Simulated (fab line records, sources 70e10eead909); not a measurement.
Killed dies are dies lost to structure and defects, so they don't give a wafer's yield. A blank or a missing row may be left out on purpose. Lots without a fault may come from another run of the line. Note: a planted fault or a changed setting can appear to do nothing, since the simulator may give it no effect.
Which tool did it?	flow nandHarc	13 lots with 39 wafers sampled at 5 steps, on a route of 1302 steps

WHAT THE GAUGES READ, wafer by wafer
NHARC_THIN_TSV_CD_MEAS_16. Usual: 999.5 nm for cdNm, sd 1.4.
lot	measured	on	cdNm (nm)	flag
L141	day 24 10:49	cdSem-03	999.2 998.0 999.3	
L144	day 25 01:53	cdSem-01	998.7 999.0 998.4	
L145	day 25 17:58	cdSem-01	998.6 999.9 1000.6	
L146	day 26 01:58	cdSem-02	997.4 998.5 996.1	
L147	day 26 16:25	cdSem-02	1000.3 998.3 997.9	
L150	day 28 00:53	cdSem-02	998.9 999.9 1000.1	
L151	day 27 23:41	cdSem-02	997.1 997.4 997.8	
L149	day 28 02:06	cdSem-02	1000.4 1000.1 999.2	
L148	day 28 06:57	cdSem-01	1000.1 997.0 1001.1	
L153	day 29 15:11	cdSem-01	1000.5 1000.8 1000.3	
L160	day 32 12:45	cdSem-01	997.6 999.0 1000.0	
L163	day 32 13:58	cdSem-02	997.4 1000.0 999.0	
L161	day 32 15:10	cdSem-01	1000.1 1000.8 1003.5	

NHARC_END_SORT_01. Usual: killedAtArray 50, standard deviation 14; killedAtOther 0.9, standard deviation 1; killedAtPeriphery 3.9, standard deviation 2.5; killedDies 55, standard deviation 15; killedOpen 3.5, standard deviation 1.9; killedShort 2.5, standard deviation 1.7.
lot	measured	on	killedAtArray	killedAtOther	killedAtPeriphery	killedDies	killedOpen	killedShort	flag
L146	day 26 17:28	prober-02	56 66 66	1 1 1	2 1 1	59 68 68	1 1 0	3 0 0	
L148	day 29 00:21	prober-01	44 50 50	0 3 2	2 0 2	46 53 54	1 6 4	5 1 3	
L153	day 30 06:58	prober-02	59 56 39	0 0 0	0 2 0	59 58 39	5 3 1	4 2 1	
L160	day 33 02:43	prober-01	144 147 140	1 3 3	8 4 4	153 154 147	4 3 3	8 2 2	OFF
L163	day 33 08:41	prober-02	70 64 84	0 0 1	9 6 5	79 70 90	1 6 2	3 0 8	
L161	day 33 10:28	prober-01	111 115 112	0 2 1	3 3 5	114 120 118	1 9 2	2 0 1	OFF

WHAT TOOL EACH LOT RAN ON (gives the tool, then ch and the chambers of the sampled wafers, and finally the start)
lot	NHARC_A_CONTACT_ETCH_113	NHARC_THIN_TSV_DEGAS_49	NHARC_THIN_TSV_ETCH_59
L141	harCapEtch-03 ch 0,1, day 22 04:55	pvdSputter-03, day 24 12:41	rieMetal-02 ch 0,1, day 24 16:12
L144	harCapEtch-01 ch 0,1, day 22 22:04	pvdSputter-02, day 25 03:42	rieMetal-02 ch 0,1, day 25 07:04
L145	harCapEtch-02 ch 0,1, day 23 11:09	pvdSputter-03, day 25 19:46	rieMetal-03 ch 0,1, day 25 23:13
L146	harCapEtch-03 ch 0,1, day 23 14:20	pvdSputter-02, day 26 03:47	rieMetal-02 ch 1, day 26 07:16
L147	harCapEtch-02 ch 0,1, day 24 12:52	pvdSputter-03, day 26 18:13	rieMetal-01 ch 0,1, day 26 21:40
L150	harCapEtch-03 ch 0,1, day 25 16:12	pvdSputter-03, day 28 02:42	rieMetal-02 ch 0,1, day 28 06:11
L151	harCapEtch-01 ch 0,1, day 25 20:32	pvdSputter-03, day 28 01:33	rieMetal-01 ch 0,1, day 28 04:58
L149	harCapEtch-02 ch 0,1, day 25 20:40	pvdSputter-03, day 28 03:55	rieMetal-03 ch 0,1, day 28 07:17
L148	harCapEtch-03 ch 0,1, day 25 22:07	pvdSputter-02, day 28 08:50	rieMetal-01 ch 0,1, day 28 12:10
L153	harCapEtch-03 ch 0,1, day 27 04:56	pvdSputter-01, day 29 16:59	rieMetal-01 ch 0,1, day 29 20:21
L160	harCapEtch-01 ch 0, day 30 00:04	pvdSputter-03, day 32 14:33	rieMetal-01 ch 0,1, day 32 17:55
L163	harCapEtch-03 ch 0,1, day 30 09:23	pvdSputter-01, day 32 15:47	rieMetal-03 ch 1, day 32 19:18
L161	harCapEtch-01 ch 0,1, day 30 10:16	pvdSputter-03, day 32 17:04	rieMetal-01 ch 0,1, day 32 20:28
- NHARC_A_CONTACT_ETCH_113: etches the open film in C4F8/O2/Ar, time 190 s, target depth 1850 nm.
- NHARC_THIN_TSV_DEGAS_49: time 120 s.
- NHARC_THIN_TSV_ETCH_59: etches the open film in Cl2/BCl3, target depth 880 nm, time 138.1 s.

WHAT THE TOOLS THEMSELVES READ (means of the sampled wafers that have a number; where no wafer has one, the mark that the record gives instead)
NHARC_THIN_TSV_DEGAS_49. Usual: 448 W for heaterPowerW, sd 45.
lot	tool	heaterPowerW (W)	flag
L141	pvdSputter-03	441	
L144	pvdSputter-02	428	
L145	pvdSputter-03	396	
L146	pvdSputter-02	461	
L147	pvdSputter-03	422	
L150	pvdSputter-03	473	
L151	pvdSputter-03	436	
L149	pvdSputter-03	429	
L148	pvdSputter-02	472	
L153	pvdSputter-01	500	
L160	pvdSputter-03	455	
L163	pvdSputter-01	498	
L161	pvdSputter-03	432	

NHARC_THIN_TSV_ETCH_59. Usual: biasW 100.03 W, standard deviation 0.29; drypumpMotorCurrentA 5.7 A, standard deviation 0.33; oesProductAu 1.003 a.u., standard deviation 0.0081; throttleValvePct 22.264 %, standard deviation 0.0094.
lot	tool	biasW (W)	drypumpMotorCurrentA (A)	oesProductAu (a.u.)	throttleValvePct (%)	flag
L141	rieMetal-02	100.15	5.6	1.005	22.271	
L144	rieMetal-02	99.90	5.6	0.999	22.267	
L145	rieMetal-03	99.96	5.6	1.000	22.272	
L146	rieMetal-02	99.98	5.7	1.005	22.267	
L147	rieMetal-01	100.35	6.2	0.998	22.259	
L150	rieMetal-02	99.99	5.6	1.010	22.252	
L151	rieMetal-01	100.06	5.8	1.000	22.272	
L149	rieMetal-03	100.07	5.6	0.999	22.267	
L148	rieMetal-01	100.26	6.1	1.012	22.266	
L153	rieMetal-01	100.13	6.1	1.002	22.265	
L160	rieMetal-01	100.05	6.2	1.007	22.266	
L163	rieMetal-03	99.77	5.6	0.994	22.275	
L161	rieMetal-01	100.01	6.1	1.008	22.265	

THE ANSWER, worked out from the rows above alone
Rule: lot off if the mean of its wafers having a number is beyond 3 standard deviations from the usual mean. Also off: a lot with no number at a reading for which 4 or more lots have one. Any other lot the step has rows for is counted as sound. First the gauges in route order, then the tools' own readings, where a lot's mean is used as printed above. The first step at which some lot is off is used, and at that step the reading that is off furthest; a lot without a number counts as furthest.
Off: L160, L161 (NHARC_END_SORT_01, killedAtArray). Neither off nor sound, because the step has no rows for them: L141, L144, L145, L147, L150, L151, L149.
A tool fits if, at a process step before that reading, it ran every lot that is off, and no sound lot after the first of them. The gauges at NHARC_END_SORT_01 are tried like those tools. Can't be told from this: 4 tools fit, harCapEtch-01 at NHARC_A_CONTACT_ETCH_113, pvdSputter-03 at NHARC_THIN_TSV_DEGAS_49, rieMetal-01 at NHARC_THIN_TSV_ETCH_59, prober-01 at NHARC_END_SORT_01.

WHAT WAS PUT IN BY THE SIMULATOR
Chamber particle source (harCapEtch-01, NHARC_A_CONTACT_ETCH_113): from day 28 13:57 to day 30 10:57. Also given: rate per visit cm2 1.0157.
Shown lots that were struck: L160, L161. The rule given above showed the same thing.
